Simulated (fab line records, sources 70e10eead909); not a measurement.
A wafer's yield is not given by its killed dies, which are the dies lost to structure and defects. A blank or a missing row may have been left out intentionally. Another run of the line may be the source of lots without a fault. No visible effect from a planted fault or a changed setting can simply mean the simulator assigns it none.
What tool caused it? / flow nandHarc / 39 wafers from 13 lots sampled at 3 of the route's 1302 steps

== WHAT THE GAUGES READ, wafer by wafer ==
NHARC_P_ZERO_WELL_CD_MEAS_52: the cd target is 2000 nm.
lot=L892; measured=day 2 02:36; on=cdSem-02; cdNm (nm)=2002.0 1998.7 2001.5
lot=L894; measured=day 2 22:25; on=cdSem-02; cdNm (nm)=1999.9 2000.0 2000.2
lot=L895; measured=day 3 07:48; on=cdSem-02; cdNm (nm)=2000.4 1999.9 2001.2
lot=L896; measured=day 3 18:01; on=cdSem-03; cdNm (nm)=2003.8 2002.8 2000.1
lot=L898; measured=day 4 13:50; on=cdSem-03; cdNm (nm)=2001.4 2001.1 2002.9
lot=L900; measured=day 5 09:37; on=cdSem-02; cdNm (nm)=1999.5 1998.4 2002.1
lot=L902; measured=day 6 05:46; on=cdSem-01; cdNm (nm)=1998.7 2003.2 2000.3
lot=L904; measured=day 7 01:44; on=cdSem-03; cdNm (nm)=- - -
lot=L905; measured=day 7 11:47; on=cdSem-03; cdNm (nm)=2003.9 2002.4 2000.1
lot=L908; measured=day 8 17:23; on=cdSem-03; cdNm (nm)=1998.4 1997.9 1997.4
lot=L913; measured=day 10 19:38; on=cdSem-02; cdNm (nm)=2003.3 2001.8 2003.2
lot=L914; measured=day 11 05:51; on=cdSem-01; cdNm (nm)=2000.6 2000.7 2000.1
lot=L915; measured=day 11 15:38; on=cdSem-02; cdNm (nm)=2000.0 2002.4 1998.3

== EACH LOT AND THE TOOL THAT RAN IT (in order: tool; ch and the chambers of the sampled wafers; start) ==
lot=L892; NHARC_P_ZERO_WELL_DESCUM_13=rieDiel-05 ch 0,1,3, day 1 21:28; NHARC_P_ZERO_WELL_EXPOSE_49=krfScanner-04 ch 0, day 2 02:27
lot=L894; NHARC_P_ZERO_WELL_DESCUM_13=rieDiel-08 ch 1,3, day 2 17:23; NHARC_P_ZERO_WELL_EXPOSE_49=krfScanner-04 ch 0, day 2 22:15
lot=L895; NHARC_P_ZERO_WELL_DESCUM_13=rieDiel-05 ch 0,1,2, day 3 03:24; NHARC_P_ZERO_WELL_EXPOSE_49=krfScanner-04 ch 0, day 3 07:38
lot=L896; NHARC_P_ZERO_WELL_DESCUM_13=rieDiel-02 ch 1,3, day 3 13:17; NHARC_P_ZERO_WELL_EXPOSE_49=krfScanner-03 ch 0, day 3 17:51
lot=L898; NHARC_P_ZERO_WELL_DESCUM_13=rieDiel-08 ch 1,2, day 4 09:19; NHARC_P_ZERO_WELL_EXPOSE_49=krfScanner-02 ch 0, day 4 13:41
lot=L900; NHARC_P_ZERO_WELL_DESCUM_13=rieDiel-08 ch 0,2, day 5 05:23; NHARC_P_ZERO_WELL_EXPOSE_49=krfScanner-03 ch 0, day 5 09:27
lot=L902; NHARC_P_ZERO_WELL_DESCUM_13=rieDiel-05 ch 1,2, day 6 01:24; NHARC_P_ZERO_WELL_EXPOSE_49=krfScanner-04 ch 0, day 6 05:37
lot=L904; NHARC_P_ZERO_WELL_DESCUM_13=rieDiel-05 ch 0,1,3, day 6 21:16; NHARC_P_ZERO_WELL_EXPOSE_49=krfScanner-02 ch 0, day 7 01:35
lot=L905; NHARC_P_ZERO_WELL_DESCUM_13=rieDiel-08 ch 0,3, day 7 07:25; NHARC_P_ZERO_WELL_EXPOSE_49=krfScanner-02 ch 0, day 7 11:38
lot=L908; NHARC_P_ZERO_WELL_DESCUM_13=rieDiel-05 ch 0,3, day 8 13:17; NHARC_P_ZERO_WELL_EXPOSE_49=krfScanner-03 ch 0, day 8 17:14
lot=L913; NHARC_P_ZERO_WELL_DESCUM_13=rieDiel-05 ch 0,3, day 10 15:22; NHARC_P_ZERO_WELL_EXPOSE_49=krfScanner-02 ch 0, day 10 19:29
lot=L914; NHARC_P_ZERO_WELL_DESCUM_13=rieDiel-05 ch 0,1,2, day 11 01:24; NHARC_P_ZERO_WELL_EXPOSE_49=krfScanner-03 ch 0, day 11 05:42
lot=L915; NHARC_P_ZERO_WELL_DESCUM_13=rieDiel-08 ch 1,2,3, day 11 11:25; NHARC_P_ZERO_WELL_EXPOSE_49=krfScanner-03 ch 0, day 11 15:29
- NHARC_P_ZERO_WELL_DESCUM_13: chemistry O2, time 3 s.
- NHARC_P_ZERO_WELL_EXPOSE_49: exposes mask P HVPW, target cd 2000 nm.

== AS READ BY THE TOOLS THEMSELVES (means over the sampled wafers that have a number; for cases with no such wafer, the mark the record gives instead) ==
NHARC_P_ZERO_WELL_DESCUM_13.
lot=L892; tool=rieDiel-05; chamberPressureMTorr (mTorr)=59.98; drypumpMotorCurrentA (A)=5.1; oesProductAu (a.u.)=0.993; rfVppV (V)=57.3; showerheadPlenumPTorr (Torr)=1.90; throttleValvePct (%)=11.301
lot=L894; tool=rieDiel-08; chamberPressureMTorr (mTorr)=59.99; drypumpMotorCurrentA (A)=5.8; oesProductAu (a.u.)=1.000; rfVppV (V)=57.5; showerheadPlenumPTorr (Torr)=1.85; throttleValvePct (%)=11.312
lot=L895; tool=rieDiel-05; chamberPressureMTorr (mTorr)=60.03; drypumpMotorCurrentA (A)=5.1; oesProductAu (a.u.)=1.002; rfVppV (V)=57.4; showerheadPlenumPTorr (Torr)=1.88; throttleValvePct (%)=11.315
lot=L896; tool=rieDiel-02; chamberPressureMTorr (mTorr)=60.01; drypumpMotorCurrentA (A)=5.4; oesProductAu (a.u.)=0.993; rfVppV (V)=57.6; showerheadPlenumPTorr (Torr)=1.95; throttleValvePct (%)=11.313
lot=L898; tool=rieDiel-08; chamberPressureMTorr (mTorr)=60.04; drypumpMotorCurrentA (A)=5.5; oesProductAu (a.u.)=1.004; rfVppV (V)=57.1; showerheadPlenumPTorr (Torr)=1.85; throttleValvePct (%)=11.313
lot=L900; tool=rieDiel-08; chamberPressureMTorr (mTorr)=60.00; drypumpMotorCurrentA (A)=5.1; oesProductAu (a.u.)=1.015; rfVppV (V)=57.8; showerheadPlenumPTorr (Torr)=1.96; throttleValvePct (%)=11.314
lot=L902; tool=rieDiel-05; chamberPressureMTorr (mTorr)=59.97; drypumpMotorCurrentA (A)=5.1; oesProductAu (a.u.)=1.001; rfVppV (V)=58.1; showerheadPlenumPTorr (Torr)=1.93; throttleValvePct (%)=11.318
lot=L904; tool=rieDiel-05; chamberPressureMTorr (mTorr)=60.05; drypumpMotorCurrentA (A)=5.1; oesProductAu (a.u.)=1.010; rfVppV (V)=58.1; showerheadPlenumPTorr (Torr)=1.99; throttleValvePct (%)=11.314
lot=L905; tool=rieDiel-08; chamberPressureMTorr (mTorr)=60.03; drypumpMotorCurrentA (A)=5.5; oesProductAu (a.u.)=1.007; rfVppV (V)=57.9; showerheadPlenumPTorr (Torr)=1.93; throttleValvePct (%)=11.314
lot=L908; tool=rieDiel-05; chamberPressureMTorr (mTorr)=59.99; drypumpMotorCurrentA (A)=5.4; oesProductAu (a.u.)=1.002; rfVppV (V)=57.2; showerheadPlenumPTorr (Torr)=2.00; throttleValvePct (%)=11.311
lot=L913; tool=rieDiel-05; chamberPressureMTorr (mTorr)=60.01; drypumpMotorCurrentA (A)=5.0; oesProductAu (a.u.)=1.010; rfVppV (V)=58.5; showerheadPlenumPTorr (Torr)=2.03; throttleValvePct (%)=11.308
lot=L914; tool=rieDiel-05; chamberPressureMTorr (mTorr)=59.97; drypumpMotorCurrentA (A)=5.1; oesProductAu (a.u.)=1.003; rfVppV (V)=57.5; showerheadPlenumPTorr (Torr)=1.97; throttleValvePct (%)=11.310
lot=L915; tool=rieDiel-08; chamberPressureMTorr (mTorr)=59.97; drypumpMotorCurrentA (A)=5.5; oesProductAu (a.u.)=1.009; rfVppV (V)=57.1; showerheadPlenumPTorr (Torr)=1.89; throttleValvePct (%)=11.314

== THE ANSWER, worked out from the rows above alone ==
Rule: what is usual is taken from the lots themselves. The widest of any qualifying gaps counts: lots, ordered by their means at a reading, are off when they make up no more than a third of the lots, leave a main group of 4 or more, and stand apart from it by 3 or more times the standard deviation of that group's means. Not used: any main group whose means are identical at the precision the tables above print for the reading. Also off: a lot with no number at a reading for which 4 or more lots have one. All remaining lots with rows at the step are treated as sound. After the gauges, taken in route order, come the tools' own readings; for these a lot's mean is taken, as printed above. The first step at which some lot is off is used, and at that step the reading that is off furthest; a lot without a number counts as furthest.
Off at NHARC_P_ZERO_WELL_CD_MEAS_52 (cdNm): L904. Without a number there: L904. The main group has a mean of 2000.8 nm with a standard deviation of 1.3.
If a tool, at a process step before that reading, ran all the lots that are off and no sound lot after the first of them, it fits. Those tools and the gauges at NHARC_P_ZERO_WELL_CD_MEAS_52 are tried in the same way. Of those tried, none fits.

== WHAT WAS PUT IN BY THE SIMULATOR ==
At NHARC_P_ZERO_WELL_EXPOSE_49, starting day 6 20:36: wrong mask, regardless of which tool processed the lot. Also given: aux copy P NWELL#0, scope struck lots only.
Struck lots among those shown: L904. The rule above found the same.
